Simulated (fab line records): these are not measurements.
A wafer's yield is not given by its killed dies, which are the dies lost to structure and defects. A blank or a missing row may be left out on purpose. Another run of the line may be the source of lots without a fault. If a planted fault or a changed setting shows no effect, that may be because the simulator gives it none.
Chamber matching | flow nand-harc | rie-diel-07 running NHARC_P_GATE_STRIP_108: 4 sister chambers
The step strips in O2. 8 wafers are shown with their chamber, then 7 later ones without.

## WAFERS PAIRED WITH THEIR CHAMBERS
wafer  | chamber | showerhead-plenum-p-Torr (Torr) | oes-product-au (a.u.)
L075.3 | 3       | 3.63                            | 1.001
L080.6 | 3       | 3.63                            | 0.995
L086.2 | 0       | 3.53                            | 0.975
L087.3 | 2       | 3.29                            | 0.998
L087.5 | 2       | 3.30                            | 0.997
L087.6 | 1       | 3.38                            | 0.989
L089.2 | 0       | 3.53                            | 0.983
L089.3 | 1       | 3.38                            | 0.991

## WAFERS MISSING THEIR CHAMBER
wafer  | showerhead-plenum-p-Torr (Torr) | oes-product-au (a.u.)
L089.5 | 3.53                            | 0.978
L090.2 | 3.53                            | 0.983
L090.3 | 3.38                            | 0.995
L090.6 | 3.63                            | 0.993
L095.2 | 3.63                            | 0.994
L095.3 | 3.29                            | 0.986
L095.6 | 3.29                            | 0.988

## WHICH CHAMBER EACH ONE RAN IN
wafer  | from the rows above | in truth
L089.5 | 0                   | 0
L090.2 | 0                   | 0
L090.3 | 1                   | 1
L090.6 | 3                   | 3
L095.2 | 3                   | 3
L095.3 | 2                   | 2
L095.6 | 2                   | 2
Correctly placed: 7 of 7. From these rows, 0 cannot be placed. Wrongly placed: 0.
How it was worked out, from the rows above alone: a wafer's distance from a chamber is the root of the sum, over the readings, of the square of ((its reading less the chamber's mean) divided by the reading's scatter). The wafer belongs to the nearest chamber; if the next one is less than 2 further off, it can't be placed. A chamber's mean is the mean of its shown wafers. The scatter: the root of (the sum of the squares of (reading less its chamber's mean) over the shown wafers, divided by (wafers less chambers)).
